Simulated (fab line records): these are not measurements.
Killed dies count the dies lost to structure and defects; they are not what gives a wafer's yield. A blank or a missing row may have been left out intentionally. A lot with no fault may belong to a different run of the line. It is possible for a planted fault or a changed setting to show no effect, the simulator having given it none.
A single fault, viewed from 2 desks :: flow nand_harc :: each desk holds nothing but its own numbers, with what lay behind them at the end

## METROLOGY DESK
Lot by lot, what the gauges showed, no matter which tool ran the lot: averages of those sampled wafers that carry a number. Marked OUT: a lot whose mean sits more than 4 standard deviations from the usual mean, which makes it out of limits; the brackets give that distance.
Columns: A = thk_nm at NHARC_A_M1_THK_MEAS_24, usual 154.5 nm; B = thk_nm at NHARC_A_BONDPAD_THK_MEAS_30, usual 199.8 nm
lot: L488
first seen here: day 23 07:48
A: 152.7
B: 200.2

lot: L487
first seen here: day 23 10:53
A: 154.0
B: 203.1

lot: L489
first seen here: day 24 18:49
A: 153.1
B: 199.1

lot: L491
first seen here: day 24 21:16
A: 155.9
B: 199.8

lot: L492
first seen here: day 25 16:23
A: 154.6
B: 198.1

lot: L494
first seen here: day 26 22:44
A: 153.1
B: 198.9

lot: L498
first seen here: day 27 14:04
A: 155.2
B: 199.6

lot: L501
first seen here: day 28 16:24
A: 155.4
B: 201.4

lot: L503
first seen here: day 30 06:26
A: 154.9
B: 200.3

lot: L502
first seen here: day 30 13:38
A: 155.3
B: 202.5

lot: L505
first seen here: day 30 23:40
A: 153.5
B: 200.2

lot: L506
first seen here: day 32 08:16
A: 153.9
B: 201.8

lot: L508
first seen here: day 32 14:10
A: 154.6
B: 200.8
This desk's finding: nothing out of limits on any of the 13 lots.

## AT THE TOOL OWNER'S DESK: litho_track-07
At NHARC_A_BONDPAD_SOFTBAKE_04 (time 70 s), the tool's own readings, given per lot that ran on this tool as the mean of the sampled wafers with a number. Marked OUT: a lot whose mean sits more than 4 standard deviations from the usual mean, which makes it out of limits; the brackets give that distance.
Columns: A = exhaust_pa at NHARC_A_BONDPAD_SOFTBAKE_04, usual 45.0 Pa; B = heater_power_total_W at NHARC_A_BONDPAD_SOFTBAKE_04, usual 200.8 W
lot: L488
first seen here: day 23 09:00
A: 45.0
B: 200.4

lot: L489
first seen here: day 24 20:00
A: 45.3
B: 200.7

lot: L494
first seen here: day 27 00:00
A: 44.0
B: 206.0

lot: L502
first seen here: day 30 15:00
A: 44.1
B: 201.5

lot: L505
first seen here: day 31 01:00
A: 44.2
B: 200.5
This desk's finding: nothing out of limits on any of the 5 lots.

## BROUGHT TOGETHER
From the metrology desk's view, nothing was out of limits.
Nothing out of limits was seen by the tool owner's desk.

## WHAT HAD BEEN PUT IN BY THE SIMULATOR
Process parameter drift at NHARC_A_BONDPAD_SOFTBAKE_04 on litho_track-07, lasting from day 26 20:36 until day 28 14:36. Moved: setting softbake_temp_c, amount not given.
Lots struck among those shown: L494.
